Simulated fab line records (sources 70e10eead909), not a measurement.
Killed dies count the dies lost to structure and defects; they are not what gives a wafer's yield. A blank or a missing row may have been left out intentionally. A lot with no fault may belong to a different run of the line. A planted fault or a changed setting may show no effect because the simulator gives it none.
fab line records -- flow nandHarc
record lots=6, wafers=18, lastDay=31
route steps=1302 shown P_BONDPAD@357 END@1302
lots with no fault: from the same line, run without faults
startH: the number of hours between the record's first day and the start of the first shown wafer of the lot -- waitH: how many hours have passed since the lot's step before this one -- " as in the row above -- L1.1+2: a row that stands for several wafers -- - no value, or no start was given -- * or withheld: withheld -- < > ~ a bound
route shown NAME@n: NAME is a module with steps in the file, n the number in the route of the first one -- usual: average and standard deviation across the fault-free wafers -- same: alike in all rows -- chamber/n: place in a boat -- sites: per-site readings -- _std_site: their standard deviation -- _edge_site: inner sites' mean taken away from outer sites' mean -- radiusMm: for every site, how far away it sits from the centre of the wafer -- mask NAME#n: copy n -- behind: the tool/chamber that last shaped the wafer -- hold: why the lot was held/for how many hours/how that ended -- device: names the non-switching transistor (n, p or np) -- end of line: the same wafers' tests at the end of the route -- a step given without rows: its recipe and nothing more -- killed: dies that structure and defects cost at the first sort, which is not the same as the wafer's yield -- map: per-die view of a wafer (x killed, . not killed, _ where there is no die)
set.NAME: the setting the step ran with; set.NAME@STEP: the setting that earlier step ran with -- model.NAME: the simulator's own value behind a step, which no gauge read
certain route steps with their lots: each step a table, each wafer a row
services: from which hour (startH, from the record's first day; less than 0 if before it) a tool's chamber was out of use, for how many hours, and why
## steps
# step NHARC_P_BONDPAD_COAT_36
# recipe tempC=200, timeS=65
# step NHARC_P_BONDPAD_COAT_03
# recipe spinRpm=2000, resistThkNm=600
# step NHARC_P_BONDPAD_SOFTBAKE_04
# recipe tempC=125, timeS=70
# step NHARC_P_BONDPAD_EBR_05
# step NHARC_P_BONDPAD_EXPOSE_06
# recipe na=0.55, doseMj=37.06, maskId=P_BPAD
# step NHARC_P_BONDPAD_PEB_07
# recipe pebTempC=128, pebTimeS=80
# step NHARC_P_BONDPAD_DEVELOP_08
# recipe timeS=50, devTempC=22
# step NHARC_P_BONDPAD_CD_MEAS_09
# recipe targetCdNm=500, landingEnergyEv=500
# usual cdNm=500.0/1.8
lot.wafer,tool,chamber,startH,waitH,cdNm
L552.1,cdSem-02,0,145.30,-,500.1
L552.3,cdSem-02,0,145.30,-,501.5
L552.4,cdSem-02,0,145.30,-,500.4
L561.1,cdSem-01,0,245.43,-,499.9
L561.4,cdSem-01,0,245.43,-,500.8
L561.6,cdSem-01,0,245.43,-,501.7
L562.4,cdSem-03,0,245.94,-,498.6
L562.5,cdSem-03,0,245.94,-,499.6
L562.6,cdSem-03,0,245.94,-,498.4
L563.1,cdSem-02,0,255.97,-,500.1
L563.2,cdSem-02,0,255.97,-,499.6
L563.4,cdSem-02,0,255.97,-,503.7
L564.3,cdSem-01,0,277.72,-,503.9
L564.4,cdSem-01,0,277.72,-,499.6
L564.5,cdSem-01,0,277.72,-,500.3
L571.3,cdSem-02,0,329.33,-,500.3
L571.5,cdSem-02,0,329.33,-,503.2
L571.6,cdSem-02,0,329.33,-,502.4
# step NHARC_P_BONDPAD_OVL_MEAS_38
# usual overlayXNm=2/6.1, overlayYNm=0/5.7
lot.wafer,tool,chamber,startH,waitH,overlayXNm,overlayYNm
L552.1,overlay-02,-,145.39,-,1,-10
L552.3,overlay-02,-,145.39,-,1,-10
L552.4,overlay-02,-,145.39,-,1,-9
L561.1,overlay-01,-,245.52,-,9,-2
L561.4,overlay-01,-,245.52,-,10,-1
L561.6,overlay-01,-,245.52,-,9,-1
L562.4,overlay-01,-,246.02,-,1,-1
L562.5,overlay-01,-,246.02,-,0,-1
L562.6,overlay-01,-,246.02,-,1,-1
L563.1,overlay-02,-,256.06,-,-9,-10
L563.2,overlay-02,-,256.06,-,-8,-9
L563.4,overlay-02,-,256.06,-,-8,-9
L564.3,overlay-01,-,277.81,-,-1,1
L564.4,overlay-01,-,277.81,-,-1,1
L564.5,overlay-01,-,277.81,-,-2,1
L571.3,overlay-02,-,329.41,-,-4,-1
L571.5,overlay-02,-,329.41,-,-4,-1
L571.6,overlay-02,-,329.41,-,-4,-1
# step NHARC_P_BONDPAD_HARDBAKE_10
# recipe tempC=118, timeS=65
# step NHARC_P_BONDPAD_DESCUM_11
# recipe timeS=3, o2FlowSccm=200, arFlowSccm=0, biasPowerW=0, chemistry=O2
# usual drypumpMotorCurrentA=5.7/0.38, oesProductAu=1.002/0.011, rfVppV=57.8/0.87, showerheadPlenumPTorr=1.90/0.079, throttleValvePct=11.313/0.0087
lot.wafer,tool,chamber,startH,waitH,drypumpMotorCurrentA,oesProductAu,rfHoursCounterH,rfVppV,showerheadPlenumPTorr,throttleValvePct
L552.3,rieDiel-13,3,145.51,-,6.8,1.011,7.7,57.5,1.92,11.295
L552.4,rieDiel-13,1,145.51,-,5.8,1.005,10.1,58.5,1.95,11.317
L552.1,rieDiel-13,2,145.51,-,5.8,1.014,9.8,57.8,1.82,11.316
L561.1,rieDiel-07,3,245.65,-,5.7,0.993,6.9,57.0,1.80,11.311
L561.4,rieDiel-07,1,245.65,-,6.4,1.008,6.7,58.1,2.06,11.327
L561.6,rieDiel-07,2,245.65,-,5.2,0.988,-,57.2,1.91,11.304
L562.4,rieDiel-07,2,246.16,-,5.2,1.003,7.1,57.1,1.91,11.315
L562.5,rieDiel-07,0,246.16,-,6.0,0.990,-,58.3,1.85,11.324
L562.6,rieDiel-07,1,246.16,-,6.3,0.995,-,59.6,2.06,11.315
L563.4,rieDiel-02,1,256.19,-,6.1,0.998,0.9,58.2,1.79,11.321
L563.2,rieDiel-02,2,256.19,-,5.5,0.989,0.8,57.4,1.85,11.301
L563.1,rieDiel-02,3,256.19,-,5.5,1.009,0.9,57.9,1.94,11.320
L564.3,rieDiel-02,0,277.94,-,5.5,1.008,1.4,59.1,1.99,11.310
L564.4,rieDiel-02,2,277.94,-,5.4,0.985,1.5,57.7,1.85,11.311
L564.5,rieDiel-02,0,277.94,-,5.5,1.010,-,58.5,1.99,11.315
L571.3,rieDiel-07,0,329.53,-,6.0,0.993,2.0,57.0,1.85,11.324
L571.6,rieDiel-07,0,329.53,-,6.0,0.987,-,56.2,1.85,11.306
L571.5,rieDiel-07,1,329.53,-,6.3,1.004,-,58.9,2.06,11.311
# step NHARC_P_BONDPAD_ETCH_37
# recipe targetDepthA=600, overetchA=180, timeS=65.91, ionEnergyEv=200, n2FlowSccm=150, h2FlowSccm=150, arFlowSccm=0, rfW=400, biasW=150, chemistry=N2/H2
# usual drypumpMotorCurrentA=5.7/0.39, oesProductAu=1.001/0.011, rfVppV=429.8/2.4, runLengthS=87.1/0.43, showerheadPlenumPTorr=2.02/0.085, throttleValvePct=14.171/0.0096
lot.wafer,tool,chamber,startH,waitH,drypumpMotorCurrentA,oesProductAu,rfHoursCounterH,rfVppV,runLengthS,showerheadPlenumPTorr,throttleValvePct
L552.3,rieDiel-13,3,145.60,0.1,6.7,1.008,7.7,431.8,87.3,2.05,14.170
L552.4,rieDiel-13,0,145.60,0.1,5.5,0.993,8.8,428.5,87.2,2.05,14.184
L552.1,rieDiel-13,1,145.60,0.1,5.8,1.024,10.1,432.0,86.2,2.08,14.163
L561.1,rieDiel-07,3,245.73,0.1,5.6,0.998,6.9,426.6,87.0,1.92,14.169
L561.4,rieDiel-07,1,245.73,0.1,6.3,1.002,6.7,433.5,86.9,2.20,14.183
L561.6,rieDiel-07,3,245.73,0.1,5.7,1.000,-,425.6,87.2,1.92,14.154
L562.4,rieDiel-07,3,246.24,0.1,5.7,0.998,7.0,427.4,87.5,1.92,14.181
L562.6,rieDiel-07,2,246.24,0.1,5.2,0.994,-,430.8,86.8,2.04,14.169
L562.5,rieDiel-07,3,246.24,0.1,5.7,0.985,-,427.9,87.2,1.92,14.163
L563.2,rieDiel-02,3,256.27,0.1,5.6,1.003,0.9,432.0,87.2,2.07,14.182
L563.4,rieDiel-02,0,256.27,0.1,5.5,1.005,0.9,432.0,86.3,2.12,14.180
L563.1,rieDiel-02,1,256.27,0.1,6.1,0.995,0.9,426.1,86.2,1.91,14.159
L564.4,rieDiel-02,2,278.01,0.1,5.5,0.992,1.5,430.0,87.0,1.97,14.178
L564.3,rieDiel-02,0,278.01,0.1,5.5,1.014,1.4,433.1,86.3,2.12,14.166
L564.5,rieDiel-02,3,278.01,0.1,5.6,1.023,-,430.8,87.4,2.07,14.174
L571.3,rieDiel-07,2,329.64,0.1,5.2,0.995,2.4,430.0,87.0,2.04,14.176
L571.6,rieDiel-07,3,329.64,0.1,5.7,0.990,-,427.3,87.1,1.92,14.163
L571.5,rieDiel-07,0,329.64,0.1,6.0,0.984,-,428.5,88.1,1.97,14.155
# step NHARC_P_BONDPAD_ETCH_12
# recipe targetDepthA=2000, timeS=100, chf3FlowSccm=50, o2FlowSccm=10, arFlowSccm=200, rfW=500, biasW=200, chemistry=CHF3/O2
# usual drypumpMotorCurrentA=5.7/0.37, oesProductAu=0.939/0.022, rfVppV=370.3/2.1, runLengthS=121.2/0.42, showerheadPlenumPTorr=2.39/0.094, throttleValvePct=20.573/0.01
lot.wafer,tool,chamber,startH,waitH,drypumpMotorCurrentA,oesProductAu,rfHoursCounterH,rfVppV,runLengthS,showerheadPlenumPTorr,throttleValvePct
L552.3,rieDiel-13,1,145.69,-,5.8,0.931,10.1,370.4,120.9,2.44,20.574
L552.4,rieDiel-13,3,145.69,-,6.8,0.937,7.7,370.4,121.3,2.41,20.576
L552.1,rieDiel-13,0,145.69,-,5.5,0.915,8.9,371.8,121.8,2.42,20.571
L561.4,rieDiel-07,2,245.83,-,5.2,0.936,7.1,370.4,95.9,2.40,20.589
L561.1,rieDiel-07,3,245.83,-,5.7,0.920,6.9,367.6,95.7,2.27,20.560
L561.6,rieDiel-07,0,245.83,-,6.0,0.913,-,369.4,96.0,2.32,20.579
L562.4,rieDiel-07,1,246.32,-,6.3,0.913,6.8,373.5,95.6,2.57,20.554
L562.5,rieDiel-07,1,246.32,-,6.3,0.913,-,372.5,95.6,2.57,20.576
L562.6,rieDiel-07,2,246.32,-,5.2,0.930,-,371.4,95.6,2.40,20.572
L563.1,rieDiel-02,3,256.37,-,5.6,0.943,0.9,371.3,121.2,2.43,20.579
L563.4,rieDiel-02,0,256.37,-,5.4,0.932,1.0,371.6,120.9,2.49,20.568
L563.2,rieDiel-02,1,256.37,-,6.1,0.922,0.9,367.6,120.2,2.26,20.580
L564.4,rieDiel-02,3,278.11,-,5.6,0.929,1.5,371.3,121.6,2.43,20.570
L564.3,rieDiel-02,0,278.11,-,5.4,0.923,1.4,372.0,120.8,2.49,20.575
L564.5,rieDiel-02,2,278.11,-,5.4,0.906,-,370.3,121.2,2.33,20.568
L571.3,rieDiel-07,1,329.71,-,6.3,0.923,1.9,374.4,121.2,2.57,20.568
L571.5,rieDiel-07,1,329.71,-,6.3,0.934,-,373.0,121.7,2.57,20.562
L571.6,rieDiel-07,2,329.71,-,5.2,0.931,-,370.8,120.9,2.40,20.570
# step NHARC_P_BONDPAD_CD_MEAS_13
# usual cdNm=499.3/1.9
lot.wafer,tool,chamber,startH,waitH,cdNm
L552.1,cdSem-03,-,145.83,-,497.6
L552.3,cdSem-03,-,145.83,-,501.0
L552.4,cdSem-03,-,145.83,-,498.7
L561.1,cdSem-01,-,245.95,-,498.9
L561.4,cdSem-01,-,245.95,-,499.9
L561.6,cdSem-01,-,245.95,-,501.3
L562.4,cdSem-01,-,246.46,-,498.1
L562.5,cdSem-01,-,246.46,-,496.9
L562.6,cdSem-01,-,246.46,-,496.8
L563.1,cdSem-03,-,256.50,-,500.2
L563.2,cdSem-03,-,256.50,-,499.4
L563.4,cdSem-03,-,256.50,-,501.1
L564.3,cdSem-02,-,278.25,-,502.1
L564.4,cdSem-02,-,278.25,-,499.6
L564.5,cdSem-02,-,278.25,-,499.3
L571.3,cdSem-03,-,329.85,-,499.7
L571.5,cdSem-03,-,329.85,-,501.9
L571.6,cdSem-03,-,329.85,-,502.3
# step NHARC_END_SORT_01
# recipe tempC=25
# usual defectLimitedYield=91.1/2.9, killedAtArray=55/20, killedAtOther=1.1/1.2, killedAtPeriphery=3.8/2.8, killedDies=60/19, killedOpen=3.4/1.9, killedShort=2.2/1.5
# same grossDies=677
lot.wafer,tool,chamber,startH,waitH,defectLimitedYield[%],killedAtArray,killedAtOther,killedAtPeriphery,killedDies,killedOpen,killedShort
L552.1,prober-02,0,568.21,2.5,88.8,71,1,4,76,0,0
L552.3,prober-02,0,569.81,3.1,91.4,52,1,5,58,3,3
L552.4,prober-02,0,570.60,3.4,89.7,61,2,7,70,3,2
L562.4,prober-02,0,665.29,3.4,0,45,4,628,677,1,2
L562.5,prober-02,0,666.09,3.7,0,58,3,616,677,3,2
L562.6,prober-02,0,666.89,4.0,0,50,3,624,677,8,1
L561.1,prober-02,0,682.96,2.5,0,40,0,637,677,2,2
L561.4,prober-02,0,685.39,3.4,0,47,0,630,677,2,1
L561.6,prober-02,0,687.01,4.1,0,41,1,635,677,2,2
L563.1,prober-01,0,692.23,2.5,95.1,25,0,8,33,5,0
L563.2,prober-01,0,693.02,2.8,95.9,24,0,4,28,3,3
L563.4,prober-01,0,694.61,3.4,93.8,36,0,6,42,3,5
L571.3,prober-01,0,753.50,3.1,89.4,68,0,4,72,2,5
L571.5,prober-01,0,755.12,3.7,90.1,63,0,4,67,0,0
L571.6,prober-01,0,755.92,4.0,88.3,67,1,11,79,2,2
# killed by level:class
L552.1 A_CHANNEL_HOLE_D1:chamberFilmFlake=30 A_CHANNEL_HOLE_D2:chamberFilmFlake=28 A_M1:chamberFilmFlake=5 P_ZERO_WELL:chamberFilmFlake=2 P_GATE:chamberFilmFlake=2 A_STAIRCASE:chamberFilmFlake=2 A_SLIT:chamberFilmFlake=2 A_CONTACT:chamberFilmFlake=2
L552.3 A_CHANNEL_HOLE_D2:chamberFilmFlake=22 A_CHANNEL_HOLE_D1:chamberFilmFlake=17 A_CONTACT:chamberFilmFlake=3 P_CONTACT:geometricParticle:open=2 A_STAIRCASE:chamberFilmFlake=2 A_WL_FILL:chamberFilmFlake=2 P_STI:geometricParticle:short=1 A_CHANNEL_FILL_D1:geometricParticle:short=1
L552.4 A_CHANNEL_HOLE_D1:chamberFilmFlake=27 A_CHANNEL_HOLE_D2:chamberFilmFlake=18 A_STAIRCASE:chamberFilmFlake=4 P_ZERO_WELL:chamberFilmFlake=3 A_M1:chamberFilmFlake=3 P_GATE:chamberFilmFlake=2 A_DECK1_JOINT:chamberFilmFlake=2 THIN_TSV:chamberFilmFlake=2
L562.4 P_BONDPAD:areaEtch=623 A_CHANNEL_HOLE_D1:chamberFilmFlake=31 A_CONTACT:chamberFilmFlake=5 THIN_TSV:chamberFilmFlake=4 A_M0:chamberFilmFlake=3 P_STI:chamberFilmFlake=2 P_CONTACT:chamberFilmFlake=2 A_STAIRCASE:chamberFilmFlake=2
L562.5 P_BONDPAD:areaEtch=609 A_CHANNEL_HOLE_D1:chamberFilmFlake=35 A_CONTACT:chamberFilmFlake=9 P_STI:chamberFilmFlake=5 A_STAIRCASE:chamberFilmFlake=3 THIN_TSV:chamberFilmFlake=3 A_DECK1_JOINT:chamberFilmFlake=2 A_M0:chamberFilmFlake=2
L562.6 P_BONDPAD:areaEtch=620 A_CHANNEL_HOLE_D1:chamberFilmFlake=26 A_CONTACT:chamberFilmFlake=8 A_STAIRCASE:chamberFilmFlake=3 THIN_TSV:chamberFilmFlake=3 A_BLC:geometricParticle:open=2 P_STI:chamberFilmFlake=2 A_CHANNEL_HOLE_D2:chamberFilmFlake=2
L561.1 P_BONDPAD:areaEtch=630 A_CHANNEL_HOLE_D2:chamberFilmFlake=12 A_CHANNEL_HOLE_D1:chamberFilmFlake=6 A_STAIRCASE:chamberFilmFlake=5 P_STI:chamberFilmFlake=4 A_WL_FILL:chamberFilmFlake=4 A_CONTACT:chamberFilmFlake=4 P_GATE:chamberFilmFlake=3
L561.4 P_BONDPAD:areaEtch=628 A_CHANNEL_HOLE_D2:chamberFilmFlake=25 A_SLIT:chamberFilmFlake=4 A_CONTACT:chamberFilmFlake=4 A_BONDPAD:chamberFilmFlake=3 A_BLC:geometricParticle:open=2 P_GATE:chamberFilmFlake=2 A_DECK1_JOINT:chamberFilmFlake=2
L561.6 P_BONDPAD:areaEtch=632 A_CHANNEL_HOLE_D2:chamberFilmFlake=13 A_STAIRCASE:chamberFilmFlake=5 A_CONTACT:chamberFilmFlake=5 A_CHANNEL_HOLE_D1:chamberFilmFlake=4 A_SLIT:chamberFilmFlake=4 P_GATE:chamberFilmFlake=3 A_BONDPAD:chamberFilmFlake=3
L563.1 A_CHANNEL_HOLE_D1:chamberFilmFlake=8 A_STAIRCASE:chamberFilmFlake=7 P_CONTACT:geometricParticle:open=4 A_CONTACT:chamberFilmFlake=4 P_M0:chamberFilmFlake=3 A_DECK1_JOINT:chamberFilmFlake=2 A_SLIT:chamberFilmFlake=2 A_STAIRCASE:geometricParticle:open=1
L563.2 A_CHANNEL_HOLE_D1:chamberFilmFlake=8 A_CONTACT:chamberFilmFlake=4 A_SLIT:chamberFilmFlake=3 A_STAIRCASE:chamberFilmFlake=2 P_GATE:geometricParticle:short=1 P_M1:geometricParticle:open=1 A_ONON_D1:geometricParticle:short=1 A_CHANNEL_HOLE_D1:geometricParticle:open=1
L563.4 A_CONTACT:chamberFilmFlake=10 A_STAIRCASE:chamberFilmFlake=7 A_CHANNEL_HOLE_D1:chamberFilmFlake=6 P_M0:chamberFilmFlake=3 A_SLIT:chamberFilmFlake=3 A_DECK1_JOINT:geometricParticle:short=2 P_GATE:geometricParticle:open=1 A_CHANNEL_FILL_D1:geometricParticle:short=1
L571.3 A_SLIT:chamberFilmFlake=23 A_CHANNEL_HOLE_D2:chamberFilmFlake=21 A_CONTACT:chamberFilmFlake=7 A_CHANNEL_HOLE_D1:chamberFilmFlake=5 P_M0:chamberFilmFlake=3 A_STAIRCASE:chamberFilmFlake=3 A_CHANNEL_FILL_D2:geometricParticle:short=2 A_CHANNEL_FILL_D1:chamberFilmFlake=2
L571.5 A_CHANNEL_HOLE_D2:chamberFilmFlake=25 A_SLIT:chamberFilmFlake=21 A_CHANNEL_HOLE_D1:chamberFilmFlake=7 A_STAIRCASE:chamberFilmFlake=6 P_M0:chamberFilmFlake=3 P_ZERO_WELL:chamberFilmFlake=1 A_ZERO_WELL:chamberFilmFlake=1 A_CHANNEL_FILL_D1:chamberFilmFlake=1
L571.6 A_SLIT:chamberFilmFlake=35 A_CHANNEL_HOLE_D2:chamberFilmFlake=18 P_M0:chamberFilmFlake=9 A_CHANNEL_HOLE_D1:chamberFilmFlake=3 A_STAIRCASE:chamberFilmFlake=3 A_CHANNEL_FILL_D1:chamberFilmFlake=2 A_WL_FILL:geometricParticle:short=2 P_GATE:chamberFilmFlake=2
# map L561.1 (x killed, . not)
____________x____________
_________xxxxxxx_________
_______xxxxxxxxxxx_______
______xxxxxxxxxxxxx______
_____xxxxxxxxxxxxxxx_____
____xxxxxxxxxxxxxxxxx____
____xxxxxxxxxxxxxxxxx____
___xxxxxxxxxxxxxxxxxxx___
___xxxxxxxxxxxxxxxxxxx___
__xxxxxxxxxxxxxxxxxxxxx__
__xxxxxxxxxxxxxxxxxxxxx__
_xxxxxxxxxxxxxxxxxxxxxxx_
_xxxxxxxxxxxxxxxxxxxxxxx_
_xxxxxxxxxxxxxxxxxxxxxxx_
_xxxxxxxxxxxxxxxxxxxxxxx_
_xxxxxxxxxxxxxxxxxxxxxxx_
xxxxxxxxxxxxxxxxxxxxxxxxx
xxxxxxxxxxxxxxxxxxxxxxxxx
xxxxxxxxxxxxxxxxxxxxxxxxx
xxxxxxxxxxxxxxxxxxxxxxxxx
xxxxxxxxxxxxxxxxxxxxxxxxx
_xxxxxxxxxxxxxxxxxxxxxxx_
_xxxxxxxxxxxxxxxxxxxxxxx_
_xxxxxxxxxxxxxxxxxxxxxxx_
_xxxxxxxxxxxxxxxxxxxxxxx_
_xxxxxxxxxxxxxxxxxxxxxxx_
__xxxxxxxxxxxxxxxxxxxxx__
__xxxxxxxxxxxxxxxxxxxxx__
___xxxxxxxxxxxxxxxxxxx___
___xxxxxxxxxxxxxxxxxxx___
____xxxxxxxxxxxxxxxxx____
____xxxxxxxxxxxxxxxxx____
_____xxxxxxxxxxxxxxx_____
______xxxxxxxxxxxxx______
_______xxxxxxxxxxx_______
_________xxxxxxx_________
____________x____________
# map L562.4 (x killed, . not)
____________x____________
_________xxxxxxx_________
_______xxxxxxxxxxx_______
______xxxxxxxxxxxxx______
_____xxxxxxxxxxxxxxx_____
____xxxxxxxxxxxxxxxxx____
____xxxxxxxxxxxxxxxxx____
___xxxxxxxxxxxxxxxxxxx___
___xxxxxxxxxxxxxxxxxxx___
__xxxxxxxxxxxxxxxxxxxxx__
__xxxxxxxxxxxxxxxxxxxxx__
_xxxxxxxxxxxxxxxxxxxxxxx_
_xxxxxxxxxxxxxxxxxxxxxxx_
_xxxxxxxxxxxxxxxxxxxxxxx_
_xxxxxxxxxxxxxxxxxxxxxxx_
_xxxxxxxxxxxxxxxxxxxxxxx_
xxxxxxxxxxxxxxxxxxxxxxxxx
xxxxxxxxxxxxxxxxxxxxxxxxx
xxxxxxxxxxxxxxxxxxxxxxxxx
xxxxxxxxxxxxxxxxxxxxxxxxx
xxxxxxxxxxxxxxxxxxxxxxxxx
_xxxxxxxxxxxxxxxxxxxxxxx_
_xxxxxxxxxxxxxxxxxxxxxxx_
_xxxxxxxxxxxxxxxxxxxxxxx_
_xxxxxxxxxxxxxxxxxxxxxxx_
_xxxxxxxxxxxxxxxxxxxxxxx_
__xxxxxxxxxxxxxxxxxxxxx__
__xxxxxxxxxxxxxxxxxxxxx__
___xxxxxxxxxxxxxxxxxxx___
___xxxxxxxxxxxxxxxxxxx___
____xxxxxxxxxxxxxxxxx____
____xxxxxxxxxxxxxxxxx____
_____xxxxxxxxxxxxxxx_____
______xxxxxxxxxxxxx______
_______xxxxxxxxxxx_______
_________xxxxxxx_________
____________x____________
## services
tool,chamber,startH,hours,kind
rieDiel-07,0,126.20,-,clean
rieDiel-07,1,126.20,-,clean
rieDiel-07,2,126.20,-,clean
rieDiel-07,3,126.20,-,clean
rieDiel-13,0,136.59,4.9,repair
rieDiel-07,-,143.23,1.0,repair
rieDiel-07,0,150.70,-,clean
rieDiel-07,1,150.70,-,clean
rieDiel-07,2,150.70,-,clean
rieDiel-07,3,150.70,-,clean
rieDiel-13,-,165.01,9.0,pm
rieDiel-02,0,174.63,1.2,repair
rieDiel-07,0,175.69,-,clean
rieDiel-07,1,175.69,-,clean
rieDiel-02,-,186.42,0.4,repair
rieDiel-13,0,190.23,5.5,repair
rieDiel-07,2,192.85,3.8,repair
rieDiel-13,0,216.19,6.8,repair
rieDiel-02,-,216.70,9.0,pm
rieDiel-07,1,229.72,6.6,repair
rieDiel-13,0,283.41,4.2,repair
rieDiel-07,-,294.20,9.0,pm
rieDiel-13,2,294.65,1.3,repair
rieDiel-13,2,308.50,5.5,repair
## key
firstSign step=NHARC_P_BONDPAD_ETCH_12, reading=runLengthS, direction=down, sigmas=60, usual=*, struck=*
effect step=NHARC_END_SORT_01, reading=killedAtPeriphery, direction=up, sigmas=99+, usual=3.8, struck=628.3
moreKillsBornAt NHARC_P_BONDPAD_ETCH_12@rieDiel-07=3742
metAt NHARC_P_BONDPAD_ETCH_12
struckWafers L561.1,L561.4,L561.6,L562.4,L562.5,L562.6
laterRowsLeftOut L561.1,L561.4,L561.6,L562.4,L562.5,L562.6
fault kind=processParameterDrift, tool=rieDiel-07, chamber=-, onsetH=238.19, steps=NHARC_P_BONDPAD_ETCH_12, channel=timeS, offset=*, shape=step, endH=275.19, actsIn=*, stated=*
# laterRowsLeftOut: the simulator's readings of these wafers behind a module that went badly wrong aren't trusted and aren't shown, but for the sort
